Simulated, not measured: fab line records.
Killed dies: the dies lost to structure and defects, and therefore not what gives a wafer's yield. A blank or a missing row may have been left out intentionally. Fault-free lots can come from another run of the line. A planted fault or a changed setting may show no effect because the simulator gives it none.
A struck lot beside a sound one / flow n5Finfet / 16 out of 1938 route steps
Sound: the wafers L787.1, L787.2, L787.4. Struck: wafers L789.1, L789.3, L789.6. The cause is named last.
At each step with rows: each side's tool, then ch and its chambers, then its first start. Under that, the readings that differ: sound wafers / struck wafers / difference of the means / sigmas: that difference in standard deviations of wafers without a fault.
alike: readings with means less than 2 such deviations apart, plus words and numbers identical on both sides. not compared: withheld readings, readings lacking a value on some wafer, bounds such as >300 that could conceal the same value, and numbers that have no deviation in the record and whose values overlap.
The two part at a step that has a row with sigmas, a row that says differs or no value, or rows on one side only. Numbers that have no deviation but don't overlap get no sigmas and don't part them. A reading missing from all wafers of one side parts the sides only when that side holds two or more wafers.

first, 2 steps without rows for these wafers: N5_GATE_CUT_PEB_11 (peb time 60 s); N5_GATE_CUT_DEVELOP_12 (develop time 30 s).
N5_GATE_CUT_CD_MEAS_13: the cd target is 20 nm.
  sound on cdSem-01 ch 0, day 7 21:25; struck on cdSem-03 ch 0, day 8 09:19
  alike: cdNm
N5_GATE_CUT_OVL_MEAS_14:
  sound on overlay-01 ch 0, day 7 21:26; struck on overlay-01 ch 0, day 8 09:21
  alike: GATE_CUT_OVL
N5_GATE_CUT_INSPECT_15: inspects for defects (brightfield).
  struck on defectInspect-02, day 8 09:25; sound on defectInspect-02, day 7 21:30
  alike: rawDefectCount
N5_GATE_CUT_DESCUM_18: chemistry O2, time 7 s.
  sound on rieDiel-03 ch 1,2,3, day 7 21:32; struck on rieDiel-06 ch 2,3, day 8 09:26
  alike: biasPowerW, drypumpMotorCurrentA, oesProductAu, rfVppV, showerheadPlenumPTorr, throttleValvePct
  not compared: rfHoursCounterH
N5_GATE_CUT_ETCH_28: etches underlayer in N2/H2, target depth 13 nm, time 10.4 s.
  sound on rieDiel-03 ch 1,2,3, day 7 21:34; struck on rieDiel-06 ch 2,3, day 8 09:29
  alike: drypumpMotorCurrentA, etchRfOnTimeS, oesProductAu, rfVppV, showerheadPlenumPTorr, throttleValvePct
  not compared: rfHoursCounterH
N5_GATE_CUT_ETCH_36: etches SiARC in CF4, target depth 13 nm, time 21.7 s.
  sound on rieDiel-03 ch 1,2,3, day 7 21:35; struck on rieDiel-06 ch 2,3, day 8 09:30
  alike: drypumpMotorCurrentA, etchRfOnTimeS, oesProductAu, rfVppV, showerheadPlenumPTorr, throttleValvePct
  not compared: rfHoursCounterH
N5_GATE_CUT_ETCH_37: etches SOC in N2/H2, target depth 60 nm, overetch 12 nm, time 90 s.
  sound on rieDiel-03 ch 1,2,3, day 7 21:37; struck on rieDiel-06 ch 2,3, day 8 09:31
  alike: drypumpMotorCurrentA, oesProductAu, rfVppV, showerheadPlenumPTorr, throttleValvePct
  not compared: rfHoursCounterH
then, 3 steps without rows for these wafers: N5_GATE_CUT_STRIP_38 (strips in N2/H2); N5_GATE_CUT_STRIP_39 (strips in N2/H2); N5_GATE_CUT_HM_OPEN_40 (chemistry C4F6/O2, target SiO2, target depth 139 nm, time 85.1 s).
N5_GATE_CUT_STRIP_41: strips in CF4.
  sound on rieDiel-03 ch 1,2,3, day 7 21:46; struck on rieDiel-06 ch 2,3, day 8 09:40
  no value came back on the struck wafers for any of 8 readings (biasPowerW (W), cf4FlowSccm (sccm) and others); on the sound wafers biasPowerW (W) reads 74.58 75.15 75.37
N5_GATE_CUT_STRIP_42: strips in O2.
  sound on rieDiel-03 ch 1,2,3, day 7 21:47; struck on rieDiel-06 ch 2,3, day 8 09:41
  alike: chamberPressureMTorr, drypumpMotorCurrentA, oesProductAu, rfVppV, showerheadPlenumPTorr, throttleValvePct
  not compared: rfHoursCounterH
-- the record jumps here: 7 days lie between the struck wafers' starts before and after (it left off in module GATE_CUT and takes up again in module BEOL_M4, whose first step shown is number 1111 of the route) --
N5_BEOL_M4_RC_MEAS_101:
  sound on prober-02 ch 0, day 14 04:02; struck on prober-01 ch 0, day 15 06:26
reading=DIBL_N (mV/V); sound=36.1 35.2 33.3; struck=41.6 40.9 41.4; difference=+6.4; sigmas=+2
reading=DIBL_P (mV/V); sound=36 36 34; struck=44 43 44; difference=+8; sigmas=+3
reading=IOFF_N (nA/um); sound=0.16 0.15 0.11; struck=0.31 0.27 0.28; difference=+0.15; sigmas=+3
reading=IOFF_P (nA/um); sound=0.20 0.21 0.17; struck=0.41 0.40 0.44; difference=+0.22; sigmas=+4
reading=ION_N (uA/um); sound=683 671 652; struck=703 697 696; difference=+30; sigmas=+2
reading=ION_P (uA/um); sound=463 457 459; struck=482 481 476; difference=+20; sigmas=+2
reading=SS_P (mV/dec); sound=72.7 73.5 72.6; struck=74.6 75.1 75.9; difference=+2.3; sigmas=+3
reading=VT_N (mV); sound=250 249 257; struck=241 242 242; difference=-10; sigmas=-2
reading=VT_P (mV); sound=-253 -252 -252; struck=-237 -242 -240; difference=+13; sigmas=+3
  alike: SS_N
N5_PASSIVATION_PROBE_49:
  the record holds rows for the sound wafers here (prober-01, day 18 18:19) but none for the struck ones

WHERE THEY PART
Earliest at N5_GATE_CUT_STRIP_41; latest, in this record, at N5_PASSIVATION_PROBE_49.

WHY: whatever the simulator had introduced
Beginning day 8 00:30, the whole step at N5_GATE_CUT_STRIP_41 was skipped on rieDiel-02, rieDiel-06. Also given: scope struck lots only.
